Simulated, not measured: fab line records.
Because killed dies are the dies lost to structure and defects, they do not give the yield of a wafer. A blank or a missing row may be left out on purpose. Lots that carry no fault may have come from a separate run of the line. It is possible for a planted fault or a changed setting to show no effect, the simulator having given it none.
fab line records	flow nandHarc
[record] lots = 13	wafers = 39	lastDay = 25
route steps=1159 shown P_M2@338 P_BONDPAD@353 END@1159
lots that met no fault: taken from a fault-free run of the same line
startH: the number of hours between the record's first day and the start of the first shown wafer of the lot	waitH: time in hours since the lot's previous step	" the same as in the row above	L1.1+2: a row that stands for several wafers	- no value, or no start given	* or withheld: withheld	< > ~ a bound
route shown NAME@n: NAME is a module with steps in the file, n the number in the route of the first one	usual: mean and standard deviation over wafers with no fault	same: alike in all rows	chamber/n: place in a boat	sites: per-site readings	_std_site: the values' standard deviation	_edge_site: outer sites' mean less inner sites'	radiusMm: how far each site lies from the wafer's centre	mask NAME#n: copy n	behind: the last tool/chamber to shape the wafer	hold: the reason the lot was held/the length of the hold in hours/how it ended	device: the transistor (n, p or np) that didn't switch	end of line: the same wafers' tests at the end of the route	step lacking rows: just its recipe	killed: not the wafer's yield, but the dies lost to structure and defects at the first sort	map: a wafer's dies, x killed, . not, _ none there
set.NAME: the setting the step ran with; set.NAME@STEP: the setting that earlier step ran with	model.NAME: the simulator's own value behind a step, which no gauge read
one table for each step of the route and one row for each wafer, over a sample of lots
services: a tool's chamber out of use, with start hour (startH, from the record's first day; less than 0 if before it), hours out, and reason
[[steps]]
[step NHARC_P_M2_DEGAS_29]
[recipe] tempC = 250	timeS = 60
[usual] heaterPowerW = 331/38
[same] timeS = 60
lot.wafer	tool	chamber	startH	waitH	heaterPowerW
L115.4	pvdSputter-02	-	125.51	-	329
L115.2	"	-	"	"	405
L115.3	"	-	"	"	295
L116.1	pvdSputter-01	-	141.60	-	251
L116.4	"	-	"	"	363
L116.3	"	-	"	"	364
L117.3	pvdSputter-02	-	144.45	-	292
L117.1	"	-	"	"	328
L117.6	"	-	"	"	317
L119.2	pvdSputter-02	-	150.60	-	295
L119.6	"	-	"	"	295
L119.5	"	-	"	"	327
L120.1	pvdSputter-01	-	151.48	-	249
L120.4	"	-	"	"	378
L120.5	"	-	"	"	251
L122.2	pvdSputter-02	-	173.42	-	317
L122.6	"	-	"	"	290
L122.5	"	-	"	"	323
L123.1	pvdSputter-01	-	177.00	-	325
L123.2	"	-	"	"	361
L123.6	"	-	"	"	265
L124.3	pvdSputter-03	-	177.96	-	320
L124.4	"	-	"	"	324
L124.5	"	-	"	"	318
L125.1	pvdSputter-01	-	184.59	-	259
L125.6	"	-	"	"	365
L125.5	"	-	"	"	334
L126.2	pvdSputter-03	-	184.93	-	320
L126.4	"	-	"	"	376
L126.3	"	-	"	"	309
L128.2	pvdSputter-01	-	217.12	-	355
L128.4	"	-	"	"	334
L128.3	"	-	"	"	268
L135.3	pvdSputter-03	-	247.51	-	310
L135.1	"	-	"	"	382
L135.5	"	-	"	"	323
L138.3	pvdSputter-02	-	258.56	-	339
L138.4	"	-	"	"	388
L138.2	"	-	"	"	299
[step NHARC_P_M2_PVD_20]
[recipe] targetThkA = 50	biasV = 168.6	powerW = 15000	chamberPressurePa = 0.12	timeS = 8.06	substrateTempC = 50	material = TaN
[usual] substrateTempC = 50.01/0.11	throttleValvePct = 30.4/0.97
[same] timeS = 8.06
lot.wafer	tool	chamber	startH	waitH	substrateTempC	throttleValvePct
L115.4	pvdSputter-02	-	125.62	-	49.99	28.8
L115.2	"	-	"	"	50.17	32.2
L115.3	"	-	"	"	50.07	29.8
L116.3	pvdSputter-01	-	141.71	-	49.98	30.5
L116.1	"	-	"	"	50.11	30.0
L116.4	"	-	"	"	50.03	31.0
L117.3	pvdSputter-02	-	144.59	-	49.87	28.9
L117.1	"	-	"	"	49.79	32.2
L117.6	"	-	"	"	50.04	28.6
L119.2	pvdSputter-02	-	150.71	-	49.92	29.5
L119.5	"	-	"	"	49.93	29.8
L119.6	"	-	"	"	49.95	28.5
L120.1	pvdSputter-01	-	151.62	-	49.93	30.7
L120.4	"	-	"	"	49.81	29.8
L120.5	"	-	"	"	49.99	30.7
L122.2	pvdSputter-02	-	173.55	-	49.91	28.4
L122.6	"	-	"	"	50.17	29.9
L122.5	"	-	"	"	50.14	28.8
L123.2	pvdSputter-01	-	177.12	-	50.02	29.3
L123.1	"	-	"	"	50.13	31.5
L123.6	"	-	"	"	49.83	30.8
L124.4	pvdSputter-03	-	178.07	-	50.04	30.3
L124.3	"	-	"	"	49.98	30.3
L124.5	"	-	"	"	50.00	30.6
L125.1	pvdSputter-01	-	184.72	-	50.04	29.4
L125.6	"	-	"	"	50.26	30.3
L125.5	"	-	"	"	50.06	31.4
L126.2	pvdSputter-03	-	185.05	-	50.11	30.5
L126.4	"	-	"	"	50.07	30.0
L126.3	"	-	"	"	49.93	31.9
L126.2	pvdSputter-03	-	185.31	-	50.00	30.7
L126.4	"	-	"	"	50.06	30.1
L126.3	"	-	"	"	49.90	31.6
L128.2	pvdSputter-01	-	217.23	-	50.05	30.2
L128.3	"	-	"	"	49.87	31.6
L128.4	"	-	"	"	49.99	29.3
L128.2	pvdSputter-01	-	217.50	-	49.86	30.1
L128.3	"	-	"	"	49.97	31.7
L128.4	"	-	"	"	49.98	29.6
L135.1	pvdSputter-03	-	247.61	-	49.87	30.1
L135.3	"	-	"	"	50.03	31.9
L135.5	"	-	"	"	49.91	31.7
L135.1	pvdSputter-03	-	247.95	-	50.01	30.3
L135.3	"	-	"	"	50.07	31.8
L135.5	"	-	"	"	50.05	32.0
L138.2	pvdSputter-02	-	258.67	-	50.02	31.8
L138.3	"	-	"	"	50.05	29.7
L138.4	"	-	"	"	50.15	29.6
[step NHARC_P_M2_THK_MEAS_24]
[recipe] thkMeasGauge = xrf
[usual] thkNm = 145.0/1.8
lot.wafer	tool	chamber	startH	waitH	thkNm
L115.2	filmMetro-02	-	126.98	-	144.2
L115.3	"	-	"	"	142.0
L115.4	"	-	"	"	142.6
L116.1	filmMetro-02	-	143.00	-	143.9
L116.3	"	-	"	"	144.4
L116.4	"	-	"	"	142.2
L117.1	filmMetro-01	-	146.17	-	145.7
L117.3	"	-	"	"	143.3
L117.6	"	-	"	"	144.1
L119.2	filmMetro-02	-	152.01	-	145.5
L119.5	"	-	"	"	144.0
L119.6	"	-	"	"	146.4
L120.1	filmMetro-01	-	152.87	-	144.3
L120.4	"	-	"	"	145.7
L120.5	"	-	"	"	146.0
L122.2	filmMetro-01	-	174.80	-	145.0
L122.5	"	-	"	"	142.7
L122.6	"	-	"	"	147.9
L123.1	filmMetro-02	-	178.39	-	145.3
L123.2	"	-	"	"	146.0
L123.6	"	-	"	"	143.5
L124.3	filmMetro-01	-	179.35	-	142.5
L124.4	"	-	"	"	145.2
L124.5	"	-	"	"	145.3
L125.1	filmMetro-01	-	185.98	-	143.1
L125.5	"	-	"	"	142.6
L125.6	"	-	"	"	144.1
L126.2	filmMetro-01	-	186.63	-	145.3
L126.3	"	-	"	"	146.6
L126.4	"	-	"	"	145.6
L128.2	filmMetro-01	-	218.81	-	143.6
L128.3	"	-	"	"	142.6
L128.4	"	-	"	"	146.2
L135.1	filmMetro-01	-	249.28	-	144.6
L135.3	"	-	"	"	145.6
L135.5	"	-	"	"	145.3
L138.2	filmMetro-02	-	259.98	-	144.4
L138.3	"	-	"	"	141.7
L138.4	"	-	"	"	140.8
[step NHARC_P_BONDPAD_THK_MEAS_33]
[recipe] thkMeasGauge = ellipsometry
[usual] thkNm = 200.6/1.7
lot.wafer	tool	chamber	startH	waitH	thkNm
L115.2	filmMetro-01	-	128.36	0.2	199.4
L115.3	"	-	"	"	199.4
L115.4	"	-	"	"	200.4
L116.1	filmMetro-01	-	144.34	0.1	198.4
L116.3	"	-	"	"	201.8
L116.4	"	-	"	"	203.3
L117.1	filmMetro-02	-	147.59	0.2	199.4
L117.3	"	-	"	"	199.9
L117.6	"	-	"	"	198.6
L119.2	filmMetro-02	-	153.39	0.2	200.7
L119.5	"	-	"	"	196.4
L119.6	"	-	"	"	200.6
L120.1	filmMetro-01	-	154.26	0.2	199.9
L120.4	"	-	"	"	203.5
L120.5	"	-	"	"	201.6
L122.2	filmMetro-01	-	176.32	0.2	202.4
L122.5	"	-	"	"	198.8
L122.6	"	-	"	"	198.9
L123.1	filmMetro-02	-	179.77	0.2	203.0
L123.2	"	-	"	"	197.2
L123.6	"	-	"	"	201.0
L124.3	filmMetro-01	-	180.89	0.2	200.8
L124.4	"	-	"	"	202.3
L124.5	"	-	"	"	201.0
L125.1	filmMetro-01	-	187.35	0.2	198.4
L125.5	"	-	"	"	199.9
L125.6	"	-	"	"	200.8
L126.2	filmMetro-01	-	188.29	0.1	200.1
L126.3	"	-	"	"	199.9
L126.4	"	-	"	"	198.3
L128.2	filmMetro-01	-	220.16	0.2	199.2
L128.3	"	-	"	"	201.0
L128.4	"	-	"	"	205.8
L135.1	filmMetro-02	-	250.68	0.2	197.9
L135.3	"	-	"	"	202.6
L135.5	"	-	"	"	200.4
L138.2	filmMetro-01	-	261.36	0.2	199.8
L138.3	"	-	"	"	199.5
L138.4	"	-	"	"	199.0
[step NHARC_END_SORT_01]
[recipe] tempC = 25
[usual] defectLimitedYield = 95.4/1.8	killedAtArray = 28/11	killedAtOther = 0.7/0.88	killedAtPeriphery = 3.1/2.2	killedDies = 31/12	killedOpen = 3.3/2	killedShort = 2.0/1.6	sort_bin_2_pct = 1.5/0.73	sort_bin_3_pct = 0.27/0.22	sort_bin_4_pct = 2.9/1.1	sortNPass = 646/12	sortRimYieldPct = 93/3.9	sortYieldPct = 95.4/1.8
[same] grossDies = 677	sort_bin_5_pct[%] = 0	sort_bin_6_pct[%] = 0	sort_bin_7_pct[%] = 0	sort_bin_8_pct[%] = 0	sortRimNGross = 106.00
lot.wafer	tool	chamber	startH	waitH	defectLimitedYield[%]	killedAtArray	killedAtOther	killedAtPeriphery	killedDies	killedOpen	killedShort	sort_bin_2_pct[%]	sort_bin_3_pct[%]	sort_bin_4_pct[%]	sortNPass	sortRimYieldPct[%]	sortYieldPct[%]
L135.1	prober-02	0	577.82	2.5	92.9	44	1	3	48	2	1	3.0	0.30	3.8	629	91	92.9
L135.3	prober-02	0	579.42	3.1	92.9	41	0	7	48	7	0	1.5	0.59	5.0	629	89	92.9
L135.5	prober-02	0	581.02	3.7	91.3	54	0	5	59	1	1	2.8	0.44	5.5	618	84	91.3
// killed by level:class
L135.1 A_CHANNEL_HOLE_D1:chamberFilmFlake=18 A_SLIT:chamberFilmFlake=12 A_CONTACT:chamberFilmFlake=5 A_STAIRCASE:chamberFilmFlake=3 P_ZERO_WELL:chamberFilmFlake=2 A_ZERO_WELL:chamberFilmFlake=2 A_WL_FILL:geometricParticle:short=1 A_CONTACT:geometricParticle:open=1
L135.3 A_CHANNEL_HOLE_D1:chamberFilmFlake=17 A_SLIT:chamberFilmFlake=9 P_ZERO_WELL:chamberFilmFlake=5 A_STAIRCASE:chamberFilmFlake=4 A_CONTACT:chamberFilmFlake=3 A_CONTACT:geometricParticle:open=2 A_M0:geometricParticle:open=2 A_ZERO_WELL:chamberFilmFlake=2
L135.5 A_CHANNEL_HOLE_D1:chamberFilmFlake=19 A_SLIT:chamberFilmFlake=18 A_CONTACT:chamberFilmFlake=7 A_STAIRCASE:chamberFilmFlake=5 P_ZERO_WELL:chamberFilmFlake=3 A_ZERO_WELL:chamberFilmFlake=3 A_CONTACT:geometricParticle:open=1 A_M1:geometricParticle:short=1
[[services]]
tool	chamber	startH	hours	kind
pvdSputter-03	-	102.04	10.0	pm
pvdSputter-01	-	115.44	0.8	repair
pvdSputter-03	-	125.88	5.1	repair
pvdSputter-01	-	158.01	10.0	pm
pvdSputter-03	-	198.68	17.0	repair
pvdSputter-02	-	214.00	10.0	pm
pvdSputter-02	-	229.81	2.5	repair
[[key]]
[firstSign] step = NHARC_P_M2_PVD_20	reading = visit	direction = added
effect none on later readings
metAt NHARC_P_M2_PVD_20
struckLots L126,L128,L135
notActingAt NHARC_P_M2_DEGAS_29,NHARC_P_M2_THK_MEAS_24,NHARC_P_BONDPAD_THK_MEAS_33
[fault] kind = repeatedStepWhole	tool = pvdSputter-01,pvdSputter-02,pvdSputter-03	chamber = -	onsetH = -	steps = NHARC_P_M2_PVD_20	times = 1	scope = struckLotsOnly
